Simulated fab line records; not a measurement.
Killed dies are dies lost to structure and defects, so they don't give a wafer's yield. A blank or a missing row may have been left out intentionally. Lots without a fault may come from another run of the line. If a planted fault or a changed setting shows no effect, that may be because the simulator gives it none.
Matching of chambers || flow nand-harc || NHARC_P_M0_CMP_23 on cmp-04 has 4 sister chambers
The step polishes, t overpolish 20 s, target thk 117.53 nm. 14 wafers are shown with their chamber, then 7 later ones without.

== WAFERS PAIRED WITH THEIR CHAMBERS ==
{"wafer": "L154.1", "chamber": 3, "motor-current-A (A)": 9.9, "time-to-endpoint-s (s)": 28.9, "edge-zone-pressure-frac": 0.999}
{"wafer": "L154.2", "chamber": 1, "motor-current-A (A)": 12.6, "time-to-endpoint-s (s)": 27.0, "edge-zone-pressure-frac": 0.991}
{"wafer": "L154.3", "chamber": 0, "motor-current-A (A)": 10.0, "time-to-endpoint-s (s)": 24.4, "edge-zone-pressure-frac": 1.013}
{"wafer": "L157.1", "chamber": 2, "motor-current-A (A)": 10.7, "time-to-endpoint-s (s)": 31.3, "edge-zone-pressure-frac": 1.003}
{"wafer": "L157.4", "chamber": 0, "motor-current-A (A)": 10.4, "time-to-endpoint-s (s)": 27.1, "edge-zone-pressure-frac": 0.990}
{"wafer": "L157.5", "chamber": 2, "motor-current-A (A)": 11.0, "time-to-endpoint-s (s)": 31.6, "edge-zone-pressure-frac": 1.000}
{"wafer": "L159.2", "chamber": 3, "motor-current-A (A)": 9.9, "time-to-endpoint-s (s)": 30.9, "edge-zone-pressure-frac": 0.987}
{"wafer": "L159.5", "chamber": 1, "motor-current-A (A)": 11.8, "time-to-endpoint-s (s)": 30.1, "edge-zone-pressure-frac": 1.001}
{"wafer": "L159.6", "chamber": 0, "motor-current-A (A)": 10.6, "time-to-endpoint-s (s)": 27.2, "edge-zone-pressure-frac": 0.997}
{"wafer": "L160.4", "chamber": 1, "motor-current-A (A)": 13.0, "time-to-endpoint-s (s)": 26.1, "edge-zone-pressure-frac": 0.997}
{"wafer": "L160.5", "chamber": 2, "motor-current-A (A)": 10.7, "time-to-endpoint-s (s)": 30.7, "edge-zone-pressure-frac": 1.010}
{"wafer": "L160.6", "chamber": 3, "motor-current-A (A)": 9.7, "time-to-endpoint-s (s)": 28.5, "edge-zone-pressure-frac": 0.993}
{"wafer": "L161.3", "chamber": 0, "motor-current-A (A)": 10.2, "time-to-endpoint-s (s)": 26.9, "edge-zone-pressure-frac": 0.994}
{"wafer": "L161.4", "chamber": 2, "motor-current-A (A)": 11.3, "time-to-endpoint-s (s)": 34.7, "edge-zone-pressure-frac": 1.001}

SIGNATURES (means of the wafers above)
{"reading": "motor-current-A", "chamber 0": 10.300, "chamber 1": 12.467, "chamber 2": 10.925, "chamber 3": 9.833, "scatter within a chamber": 0.349}
{"reading": "time-to-endpoint-s", "chamber 0": 26.400, "chamber 1": 27.733, "chamber 2": 32.075, "chamber 3": 29.433, "scatter within a chamber": 1.65}
{"reading": "edge-zone-pressure-frac", "chamber 0": 0.99850, "chamber 1": 0.99633, "chamber 2": 1.00350, "chamber 3": 0.99300, "scatter within a chamber": 0.00699}
Rule: distance of a wafer from a chamber = root of the sum over the readings of ((wafer's reading minus chamber's mean) / reading's scatter) squared. The wafer belongs to the nearest chamber; if the next one is less than 2 further off, it can't be placed. How the scatter is found: for the shown wafers, subtract from each reading the mean of its chamber, square and add these, divide the total by (wafers less chambers), then take the root.

== WAFERS WITH NO CHAMBER GIVEN ==
{"wafer": "L161.5", "motor-current-A (A)": 11.0, "time-to-endpoint-s (s)": 30.0, "edge-zone-pressure-frac": 1.000}
{"wafer": "L164.1", "motor-current-A (A)": 10.6, "time-to-endpoint-s (s)": 29.6, "edge-zone-pressure-frac": 0.992}
{"wafer": "L164.5", "motor-current-A (A)": 12.5, "time-to-endpoint-s (s)": 26.4, "edge-zone-pressure-frac": 1.002}
{"wafer": "L164.6", "motor-current-A (A)": 10.7, "time-to-endpoint-s (s)": 31.8, "edge-zone-pressure-frac": 0.995}
{"wafer": "L170.1", "motor-current-A (A)": 11.0, "time-to-endpoint-s (s)": 29.6, "edge-zone-pressure-frac": 1.007}
{"wafer": "L170.2", "motor-current-A (A)": 10.4, "time-to-endpoint-s (s)": 24.9, "edge-zone-pressure-frac": 1.005}
{"wafer": "L170.3", "motor-current-A (A)": 12.8, "time-to-endpoint-s (s)": 26.6, "edge-zone-pressure-frac": 1.011}

== THE CHAMBER EACH PASSED THROUGH ==
{"wafer": "L161.5", "from the rows above": "can't be placed: 2 or 0", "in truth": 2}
{"wafer": "L164.1", "from the rows above": "can't be placed: 3 or 0 or 2", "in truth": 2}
{"wafer": "L164.5", "from the rows above": 1, "in truth": 1}
{"wafer": "L164.6", "from the rows above": "can't be placed: 2 or 3", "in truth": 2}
{"wafer": "L170.1", "from the rows above": "can't be placed: 2 or 0", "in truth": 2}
{"wafer": "L170.2", "from the rows above": 0, "in truth": 0}
{"wafer": "L170.3", "from the rows above": 1, "in truth": 1}
Correct placement for 3 of the 7. Unplaceable from these rows: 4, with the true chamber sitting among the candidates in 4. 0 placed wrongly.
